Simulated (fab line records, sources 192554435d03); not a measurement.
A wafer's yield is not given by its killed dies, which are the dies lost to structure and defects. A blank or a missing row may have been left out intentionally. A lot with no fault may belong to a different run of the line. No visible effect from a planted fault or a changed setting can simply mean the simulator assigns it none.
fab line records -- flow n5_finfet
record lots=11, wafers=32, last_day=20
route steps=1938 shown BEOL_M12@1652 BEOL_M13@1665 PASSIVATION@1936
lots untouched by any fault: they come from a run of this same line in which no faults occurred
start_h: hours from the record's opening day to when the first of the lot's shown wafers began -- wait_h: hours from the lot's prior step to this one -- " same as the row above -- L1.1+2: one row covering several wafers at once -- - no value, or no start was given -- * or withheld: withheld -- < > ~ a bound
route shown NAME@n: names a module that has steps shown in the file, with the first one's number in the route -- usual: mean and standard deviation over wafers with no fault -- same: alike in all rows -- chamber/n: place in a boat -- sites: readings site by site -- _std_site: how widely they spread, as a standard deviation -- _edge_site: inner sites' mean taken away from outer sites' mean -- radius_mm: how far each site lies from the wafer's centre -- mask NAME#n: copy n -- behind: the last tool/chamber to shape the wafer -- hold: what put the lot on hold/how long, in hours/how the hold closed -- device: which transistor (n, p or np) failed to switch -- end of line: tests run on the same wafers once the route is complete -- for a step that has no rows: nothing shown but its recipe -- killed: dies lost to structure and defects at the first sort, not the wafer's yield -- map: a wafer's dies, x killed, . not, _ none there
set.NAME: the run value of the setting; set.NAME@STEP: its run value at that earlier step -- model.NAME: the simulator's own value behind a step, which no gauge read
a sample of lots followed through the steps of the route, with each step as a table and each wafer as a row
services: when a tool's chamber went out of use (start_h, in hours from the record's first day, below 0 if earlier), for how many hours, and the reason
## steps
# step N5_BEOL_M12_ANNEAL_48
# recipe temp_c=225, time_s=90, ambient=N2
# usual anneal_temp_c=225.02/0.17, wafer_temp_C_max=225.9/0.36
# same time_s=90
lot.wafer,tool,chamber,start_h,wait_h,anneal_temp_c,wafer_temp_C_max
L420.1,rtp_anneal-01,0,271.05,0.1,225.32,225.8
L420.5,rtp_anneal-01,0,271.05,0.1,224.99,226.0
L420.6,rtp_anneal-01,0,271.05,0.1,225.39,225.7
L419.2,rtp_anneal-01,0,274.70,0.1,224.78,225.7
L419.3,rtp_anneal-01,0,274.70,0.1,225.01,225.3
L419.5,rtp_anneal-01,0,274.70,0.1,224.89,225.6
L421.2,rtp_anneal-01,0,303.74,0.1,224.96,225.6
L421.3,rtp_anneal-01,0,303.74,0.1,224.86,225.3
L421.5,rtp_anneal-01,0,303.74,0.1,224.95,225.7
L427.2,rtp_anneal-02,0,304.25,0.3,225.09,226.5
L427.4,rtp_anneal-02,0,304.25,0.3,225.10,226.3
L427.5,rtp_anneal-02,0,304.25,0.3,225.15,227.0
L425.3,rtp_anneal-01,0,312.53,0.2,224.84,225.7
L425.4,rtp_anneal-01,0,312.53,0.2,224.87,225.5
L425.6,rtp_anneal-01,0,312.53,0.2,225.05,225.5
L431.2,rtp_anneal-02,0,358.80,1.8,224.98,225.9
L431.4,rtp_anneal-02,0,358.80,1.8,224.89,226.2
L431.6,rtp_anneal-02,0,358.80,1.8,224.94,226.1
L432.2,rtp_anneal-02,0,361.95,2.7,225.16,226.3
L432.5,rtp_anneal-02,0,361.95,2.7,224.95,226.0
L432.6,rtp_anneal-02,0,361.95,2.7,225.16,226.1
L433.1,rtp_anneal-02,0,380.88,0.1,224.96,226.5
L433.2,rtp_anneal-02,0,380.88,0.1,224.91,226.0
L433.4,rtp_anneal-02,0,380.88,0.1,224.78,226.4
L434.1,rtp_anneal-02,0,388.50,0.1,225.12,226.4
L434.2,rtp_anneal-02,0,388.50,0.1,224.99,225.8
L434.6,rtp_anneal-02,0,388.50,0.1,225.28,226.8
L435.4,rtp_anneal-02,0,413.77,2.1,224.85,226.0
L435.6,rtp_anneal-02,0,413.77,2.1,225.01,226.3
L441.1,rtp_anneal-01,0,440.75,0.2,225.14,225.8
L441.4,rtp_anneal-01,0,440.75,0.2,224.98,225.4
L441.6,rtp_anneal-01,0,440.75,0.2,225.00,225.3
# step N5_BEOL_M12_DEP_53
# recipe material=SiCN, target_thk_a=300, temp_c=withheld, precursor=3MS/NH3, pressure_torr=3, rf_w=675, time_s=10.5
# usual showerhead_plenum_p_Torr=4.170/0.016, throttle_valve_pct=18.2/1.2
# same time_s=10.5
lot.wafer,tool,chamber,start_h,wait_h,showerhead_plenum_p_Torr,throttle_valve_pct
L420.1,pecvd-04,0,271.72,0.0,4.167,19.1
L420.5,pecvd-04,2,271.72,0.0,4.179,17.3
L420.6,pecvd-04,0,271.72,0.0,4.171,19.2
L419.2,pecvd-03,2,275.31,0.0,4.167,16.8
L419.3,pecvd-03,0,275.31,0.0,4.144,20.2
L419.5,pecvd-03,2,275.31,0.0,4.162,16.9
L421.2,pecvd-04,0,304.69,0.0,4.155,18.9
L421.3,pecvd-04,1,304.69,0.0,4.214,17.1
L421.5,pecvd-04,1,304.69,0.0,4.204,16.9
L427.2,pecvd-03,1,305.10,0.0,4.163,17.9
L427.4,pecvd-03,1,305.10,0.0,4.159,18.1
L427.5,pecvd-03,2,305.10,0.0,4.150,17.0
L425.3,pecvd-03,0,313.10,0.0,4.158,20.1
L425.4,pecvd-03,2,313.10,0.0,4.160,16.9
L425.6,pecvd-03,1,313.10,0.0,4.152,17.9
L431.2,pecvd-03,2,359.42,0.0,4.155,16.7
L431.4,pecvd-03,2,359.42,0.0,4.160,16.7
L431.6,pecvd-03,0,359.42,0.0,4.166,20.4
L432.2,pecvd-03,0,362.57,0.0,4.158,19.7
L432.5,pecvd-03,2,362.57,0.0,4.160,16.6
L432.6,pecvd-03,0,362.57,0.0,4.159,20.1
L433.1,pecvd-02,0,381.57,0.0,4.175,19.8
L433.2,pecvd-02,2,381.57,0.0,4.169,16.7
L433.4,pecvd-02,2,381.57,0.0,4.177,17.0
L434.1,pecvd-04,0,389.17,0.0,4.166,19.2
L434.2,pecvd-04,2,389.17,0.0,4.184,17.7
L434.6,pecvd-04,1,389.17,0.0,4.200,17.1
L435.4,pecvd-04,1,414.30,0.0,4.213,17.0
L435.6,pecvd-04,2,414.30,0.0,4.167,17.6
L441.1,pecvd-04,0,441.41,0.0,4.162,19.2
L441.4,pecvd-04,2,441.41,0.0,4.181,17.8
L441.6,pecvd-04,1,441.41,0.0,4.195,16.9
# step N5_BEOL_M13_EXPOSE_07
# recipe mask_id=V12, na=0.93, source_shape=conventional, sigma_outer=0.6, polarization=unpolarized, attpsm_phase_deg=180, dose_mj=24.8
lot.wafer,tool,chamber,start_h,wait_h,mask
L420.1+5+6,krf_scanner-01,0,272.25,-,V12#0
L419.2+3+5,krf_scanner-02,0,275.87,-,V12#0
L421.2+3+5,krf_scanner-02,0,305.10,-,V12#0
L427.2+4+5,krf_scanner-02,0,305.51,-,V12#0
L425.3+4+6,krf_scanner-02,0,313.64,-,V12#0
L431.2+4+6,krf_scanner-02,0,359.98,-,V12#0
L432.2+5+6,krf_scanner-01,0,363.13,-,V12#0
L433.1+2+4,krf_scanner-02,0,382.11,-,V12#0
L434.1+2+6,krf_scanner-02,0,389.64,-,V12#0
L435.4+6,krf_scanner-02,0,414.71,-,V12#0
L441.1+4+6,krf_scanner-01,0,441.88,-,V12#0
# step N5_BEOL_M13_OVL_MEAS_11
# recipe points_per_wafer=44
# usual V12_OVL=-4/5.3
lot.wafer,tool,chamber,start_h,wait_h,V12_OVL[nm]
L420.1,overlay-01,0,272.46,0.0,-4
L420.5,overlay-01,0,272.46,0.0,-13
L420.6,overlay-01,0,272.46,0.0,-1
L419.2,overlay-01,0,276.06,0.0,1
L419.3,overlay-01,0,276.06,0.0,-2
L419.5,overlay-01,0,276.06,0.0,-4
L421.2,overlay-02,0,305.30,0.0,-4
L421.3,overlay-02,0,305.30,0.0,-6
L421.5,overlay-02,0,305.30,0.0,-9
L427.2,overlay-02,0,305.71,0.0,3
L427.4,overlay-02,0,305.71,0.0,-1
L427.5,overlay-02,0,305.71,0.0,-4
L425.3,overlay-01,0,313.83,0.0,-11
L425.4,overlay-01,0,313.83,0.0,-1
L425.6,overlay-01,0,313.83,0.0,-1
L431.2,overlay-02,0,360.17,0.0,-10
L431.4,overlay-02,0,360.17,0.0,-3
L431.6,overlay-02,0,360.17,0.0,-7
L432.2,overlay-02,0,363.32,0.0,2
L432.5,overlay-02,0,363.32,0.0,-1
L432.6,overlay-02,0,363.32,0.0,2
L433.1,overlay-01,0,382.32,0.0,-7
L433.2,overlay-01,0,382.32,0.0,-1
L433.4,overlay-01,0,382.32,0.0,-3
L434.1,overlay-01,0,389.85,0.0,14
L434.2,overlay-01,0,389.85,0.0,14
L434.6,overlay-01,0,389.85,0.0,2
L435.4,overlay-02,0,414.90,0.0,19
L435.6,overlay-02,0,414.90,0.0,14
L441.1,overlay-02,0,442.08,0.0,-3
L441.4,overlay-02,0,442.08,0.0,-3
L441.6,overlay-02,0,442.08,0.0,-2
# step N5_BEOL_M13_VIA_ETCH_16
# recipe chemistry=C4F8/O2/Ar, target=SiOC, pressure_mtorr=30, source_w=3000, bias_w=700, Ar_flow_sccm=400, C4F8_flow_sccm=15, O2_flow_sccm=8, he_inner_torr=15, he_outer_torr=30, target_depth_a=9217, time_s=withheld, ion_energy_ev=250, ends=cleared
# usual drypump_motor_current_A=5.3/0.43, oes_product_au=0.69/0.081, rf_vpp_V=667.7/2.1, showerhead_plenum_p_Torr=3.50/0.07, throttle_valve_pct=24.19/0.21
lot.wafer,tool,chamber,start_h,wait_h,drypump_motor_current_A,oes_product_au,rf_vpp_V,showerhead_plenum_p_Torr,throttle_valve_pct
L420.1,rie_diel-02,3,272.60,0.0,5.5,0.72,670.2,3.57,23.98
L420.5,rie_diel-02,1,272.60,0.0,5.0,0.66,668.0,3.55,24.03
L420.6,rie_diel-02,2,272.60,0.0,4.8,0.73,670.1,3.58,24.72
L419.2,rie_diel-02,1,276.21,0.0,5.1,0.66,668.8,3.55,24.01
L419.3,rie_diel-02,2,276.21,0.0,4.9,0.73,670.7,3.58,24.71
L419.5,rie_diel-02,3,276.21,0.0,5.5,0.71,669.4,3.57,23.98
L421.2,rie_diel-04,3,305.45,0.0,5.6,0.67,665.7,3.40,24.08
L421.3,rie_diel-04,2,305.45,0.0,5.5,0.63,665.5,3.37,24.33
L421.5,rie_diel-04,1,305.45,0.0,6.1,0.85,672.6,3.63,23.97
L427.2,rie_diel-01,3,306.03,0.0,4.6,0.64,668.7,3.52,24.07
L427.4,rie_diel-01,1,306.03,0.0,5.8,0.85,666.9,3.50,24.22
L427.5,rie_diel-01,0,306.03,0.0,5.5,0.65,668.3,3.53,23.97
L425.3,rie_diel-01,0,313.98,0.0,5.5,0.65,668.4,3.52,23.97
L425.4,rie_diel-01,3,313.98,0.0,4.7,0.64,668.2,3.52,24.08
L425.6,rie_diel-01,2,313.98,0.0,5.0,0.65,664.7,3.39,24.34
L431.2,rie_diel-01,0,360.32,0.0,5.5,0.64,670.0,3.52,23.99
L431.4,rie_diel-01,0,360.32,0.0,5.5,0.64,668.8,3.52,23.98
L431.6,rie_diel-01,1,360.32,0.0,5.7,0.81,667.8,3.49,24.25
L432.2,rie_diel-01,0,363.47,0.0,5.5,0.64,667.4,3.52,23.99
L432.5,rie_diel-01,1,363.47,0.0,5.8,0.81,668.0,3.49,24.23
L432.6,rie_diel-01,0,363.47,0.0,5.5,0.64,668.6,3.52,23.99
L433.1,rie_diel-01,3,382.46,0.0,4.7,0.63,668.9,3.52,24.09
L433.2,rie_diel-01,2,382.46,0.0,5.0,0.64,663.8,3.38,24.35
L433.4,rie_diel-01,1,382.46,0.0,5.8,0.79,666.4,3.48,24.25
L434.1,rie_diel-02,0,389.99,0.0,5.1,0.87,667.8,3.49,24.02
L434.2,rie_diel-02,3,389.99,0.0,5.5,0.68,668.9,3.56,24.00
L434.6,rie_diel-02,0,389.99,0.0,5.1,0.87,667.7,3.49,24.02
L435.4,rie_diel-02,2,415.04,0.0,4.8,0.69,669.1,3.56,24.78
L435.6,rie_diel-02,3,415.04,0.0,5.5,0.67,669.8,3.55,24.01
L441.1,rie_diel-04,3,442.22,0.0,5.6,0.63,663.5,3.38,24.14
L441.4,rie_diel-04,2,442.22,0.0,5.5,0.82,664.3,3.36,24.08
L441.6,rie_diel-04,2,442.22,0.0,5.5,0.83,665.3,3.36,24.08
# step N5_PASSIVATION_PROBE_49
# usual defect_limited_yield=90.9/1.3, killed_at_M0_to_M3=36/11, killed_at_M4_up=13/5.1, killed_at_contacts=14/4.9, killed_at_front_end=41/10, killed_at_other=3.4/2.6, killed_dies=107/16, killed_open=70/11, killed_short=36/7.8, sort_bin_5_function=5.4/0.84, sort_bin_6_memory=3.4/0.67, sort_bin_8_speed=0.00/0.0099, sort_n_pass=1073/16, sort_yield_pct=90.9/1.3
# same gross_dies=1180, killed_at_back_side=0, sort_bin_4_leakage[%]=0
lot.wafer,tool,chamber,start_h,wait_h,defect_limited_yield[%],killed_at_M0_to_M3,killed_at_M4_up,killed_at_contacts,killed_at_front_end,killed_at_other,killed_dies,killed_open,killed_short,sort_bin_5_function[%],sort_bin_6_memory[%],sort_bin_8_speed[%],sort_n_pass,sort_yield_pct[%]
L419.2,prober-01,-,315.37,0.1,91.3,29,15,20,39,0,103,48,54,5.2,3.0,0,1077,91.3
L419.3,prober-01,-,315.42,0.1,91.7,33,15,14,35,1,98,63,35,5.1,2.9,0,1082,91.7
L419.5,prober-01,-,315.52,0.2,91.8,36,14,16,30,1,97,64,27,4.2,3.2,0,1083,91.8
L421.2,prober-02,-,340.09,0.1,93.1,17,19,9,31,6,82,58,24,4.4,2.2,0,1098,93.1
L421.3,prober-02,-,340.14,0.1,92.9,23,17,13,26,5,84,54,29,5.1,1.9,0,1096,92.9
L421.5,prober-02,-,340.24,0.2,90.3,46,11,13,37,8,115,82,33,6.1,3.5,0,1065,90.3
L431.2,prober-02,-,393.96,0.1,89.6,42,17,16,45,3,123,81,40,5.8,4.3,0,1057,89.6
L431.4,prober-02,-,394.06,0.2,92.3,35,11,11,30,4,91,61,28,4.7,2.5,0,1089,92.3
L431.6,prober-02,-,394.16,0.3,90.8,50,15,8,36,0,109,71,34,5.6,3.4,0,1071,90.8
L432.2,prober-01,-,395.95,0.1,90.4,38,21,9,40,5,113,73,40,6.4,3.1,0,1067,90.4
L432.5,prober-01,-,396.10,0.2,89.6,46,18,18,34,7,123,78,44,5.9,4.1,0,1057,89.6
L432.6,prober-01,-,396.15,0.3,89.8,43,12,8,53,4,120,68,51,6.1,3.7,0,1060,89.8
L433.1,prober-01,-,416.79,0.0,91.6,30,14,5,44,6,99,66,29,4.5,3.5,0.08,1080,91.5
L433.2,prober-01,-,416.84,0.1,89.4,42,16,12,52,3,125,83,39,5.8,4.4,0,1055,89.4
L433.4,prober-01,-,416.94,0.2,89.4,49,23,7,40,6,125,87,38,6.9,3.6,0,1055,89.4
# killed by level:class
L419.2 MOL_CONTACT_COAG:geometric_particle:open=11 GATE_CUT:geometric_particle:short=10 MOL_CONTACT_COAG:geometric_particle:short=9 FIN_SAQP:geometric_particle:short=7 BEOL_M0_SAQP:geometric_particle:short=6 BEOL_M3:geometric_particle:open=6 BEOL_M5:geometric_particle:short=5 BEOL_M0_SAQP:geometric_particle:open=4
L419.3 MOL_CONTACT_COAG:geometric_particle:open=11 BEOL_M0_SAQP:geometric_particle:short=7 STARTING-WAFER:geometric_particle:open=7 STI_FIN_REVEAL:geometric_particle:open=6 BEOL_M2:geometric_particle:short=6 FIN_SAQP:geometric_particle:short=5 BEOL_M4:geometric_particle:open=5 BEOL_M0_SAQP:geometric_particle:open=5
L419.5 MOL_CONTACT_COAG:geometric_particle:open=13 BEOL_M3:geometric_particle:open=8 BEOL_M2:geometric_particle:open=8 BEOL_M4:geometric_particle:open=7 BEOL_M0_SAQP:geometric_particle:short=7 BEOL_M0_SAQP:geometric_particle:open=5 HKMG_FIN:area_etch=5 FIN_SAQP:geometric_particle:short=4
L421.2 STI_FIN_REVEAL:geometric_particle:open=8 BEOL_M4:geometric_particle:open=8 MOL_CONTACT_COAG:geometric_particle:open=7 BEOL_M0_SAQP:geometric_particle:short=6 DUMMY_GATE:geometric_particle:open=6 BEOL_M0_SAQP:geometric_particle:open=6 FIN_SAQP:geometric_particle:open=5 BEOL_M5:geometric_particle:open=4
L421.3 MOL_CONTACT_COAG:geometric_particle:open=9 BEOL_M6:geometric_particle:open=6 FIN_SAQP:geometric_particle:open=4 MOL_CONTACT_COAG:geometric_particle:short=4 BEOL_M0_SAQP:geometric_particle:short=4 BEOL_M0:geometric_particle:open=4 BEOL_M2:geometric_particle:open=4 BEOL_M4:geometric_particle:open=4
L421.5 BEOL_M0_SAQP:geometric_particle:open=17 BEOL_M0_SAQP:geometric_particle:short=15 MOL_CONTACT_COAG:geometric_particle:open=10 STI_FIN_REVEAL:geometric_particle:open=9 DUMMY_GATE:geometric_particle:open=8 GATE_CUT:geometric_particle:open=4 BEOL_M1:geometric_particle:open=4 BEOL_M3:geometric_particle:open=4
L431.2 MOL_CONTACT_COAG:geometric_particle:open=14 FIN_SAQP:geometric_particle:open=10 BEOL_M1:geometric_particle:open=8 BEOL_M0_SAQP:geometric_particle:short=7 FIN_SAQP:geometric_particle:short=6 GATE_CUT:geometric_particle:open=6 DUMMY_GATE:geometric_particle:open=5 BEOL_M0_SAQP:geometric_particle:open=5
L431.4 MOL_CONTACT_COAG:geometric_particle:open=8 FIN_SAQP:geometric_particle:open=7 FIN_SAQP:geometric_particle:short=6 BEOL_M4:geometric_particle:open=6 BEOL_M0:geometric_particle:open=5 BEOL_M0_SAQP:geometric_particle:short=5 BEOL_M1:geometric_particle:open=5 STI_FIN_REVEAL:geometric_particle:open=4
L431.6 BEOL_M0_SAQP:geometric_particle:open=12 BEOL_M0_SAQP:geometric_particle:short=12 BEOL_M3:geometric_particle:open=10 BEOL_M2:geometric_particle:open=9 STI_FIN_REVEAL:geometric_particle:open=7 FIN_SAQP:geometric_particle:open=5 FIN_SAQP:geometric_particle:short=5 MOL_CONTACT_COAG:geometric_particle:open=5
L432.2 FIN_SAQP:geometric_particle:open=14 BEOL_M0_SAQP:geometric_particle:open=11 BEOL_M4:geometric_particle:open=11 FIN_SAQP:geometric_particle:short=9 BEOL_M0_SAQP:geometric_particle:short=8 BEOL_M3:geometric_particle:open=8 MOL_CONTACT_COAG:geometric_particle:open=6 GATE_CUT:geometric_particle:short=5
L432.5 BEOL_M0_SAQP:geometric_particle:open=16 MOL_CONTACT_COAG:geometric_particle:open=13 FIN_SAQP:geometric_particle:short=11 FIN_SAQP:geometric_particle:open=9 BEOL_M0_SAQP:geometric_particle:short=9 BEOL_M3:geometric_particle:open=9 BEOL_M4:geometric_particle:open=7 MOL_CONTACT_COAG:geometric_particle:short=5
L432.6 FIN_SAQP:geometric_particle:short=14 BEOL_M0_SAQP:geometric_particle:open=13 BEOL_M0_SAQP:geometric_particle:short=9 DUMMY_GATE:geometric_particle:open=7 GATE_CUT:geometric_particle:short=7 MOL_CONTACT_COAG:geometric_particle:open=7 FIN_SAQP:geometric_particle:open=6 BEOL_M1:geometric_particle:open=6
L433.1 FIN_SAQP:geometric_particle:open=16 BEOL_M0_SAQP:geometric_particle:open=11 BEOL_M2:geometric_particle:open=7 BEOL_M4:geometric_particle:open=7 FIN_SAQP:geometric_particle:short=6 STI_FIN_REVEAL:geometric_particle:open=6 MOL_CONTACT_COAG:geometric_particle:open=5 BEOL_M0_SAQP:geometric_particle:short=5
L433.2 FIN_SAQP:geometric_particle:open=25 BEOL_M3:geometric_particle:open=11 MOL_CONTACT_COAG:geometric_particle:open=10 BEOL_M0_SAQP:geometric_particle:short=7 FIN_SAQP:geometric_particle:short=6 GATE_CUT:geometric_particle:short=6 BEOL_M0_SAQP:geometric_particle:open=6 BEOL_M1:geometric_particle:open=6
L433.4 BEOL_M0_SAQP:geometric_particle:open=16 FIN_SAQP:geometric_particle:open=15 BEOL_M4:geometric_particle:open=15 BEOL_M1:geometric_particle:open=10 BEOL_M0_SAQP:geometric_particle:short=9 FIN_SAQP:geometric_particle:short=8 MOL_CONTACT_COAG:geometric_particle:open=6 BEOL_M3:geometric_particle:open=6
## services
tool,chamber,start_h,hours,kind
rie_diel-02,-,249.18,0.2,repair
krf_scanner-01,-,251.67,0.8,pm
rtp_anneal-01,-,258.67,1.0,pm
pecvd-03,1,271.19,2.1,repair
pecvd-03,0,276.97,8.1,repair
krf_scanner-02,-,278.33,1.0,pm
pecvd-04,-,289.99,14.6,pm
krf_scanner-02,-,290.76,1.3,pm
rie_diel-01,1,291.76,3.0,repair
rie_diel-02,2,294.86,20.4,repair
pecvd-04,-,309.82,0.5,repair
krf_scanner-01,-,310.03,1.0,pm
rie_diel-01,3,342.61,28.4,repair
rie_diel-01,-,343.93,0.2,repair
rie_diel-02,3,351.99,7.2,repair
pecvd-04,2,358.74,6.5,repair
krf_scanner-01,-,367.23,1.3,pm
krf_scanner-02,-,393.68,4.0,pm
rie_diel-02,2,407.57,1.4,repair
rtp_anneal-01,-,409.94,3.4,pm
rie_diel-01,-,413.97,2.1,repair
krf_scanner-01,-,420.47,0.8,pm
krf_scanner-01,-,425.81,4.0,pm
krf_scanner-02,-,436.09,0.1,repair
## key
first_sign step=N5_BEOL_M13_OVL_MEAS_11, reading=V12_OVL, direction=up, sigmas=3.2, usual=-4, struck=13
effect none on later readings
met_at N5_BEOL_M13_EXPOSE_07
struck_lots L434,L435
not_acting_at N5_BEOL_M12_ANNEAL_48,N5_BEOL_M12_DEP_53,N5_BEOL_M13_VIA_ETCH_16
onset_between 382.11 389.64
fault kind=scanner_matching_overlay, tool=krf_scanner-02, chamber=-, onset_h=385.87, steps=N5_BEOL_M13_EXPOSE_07, offset=21.414
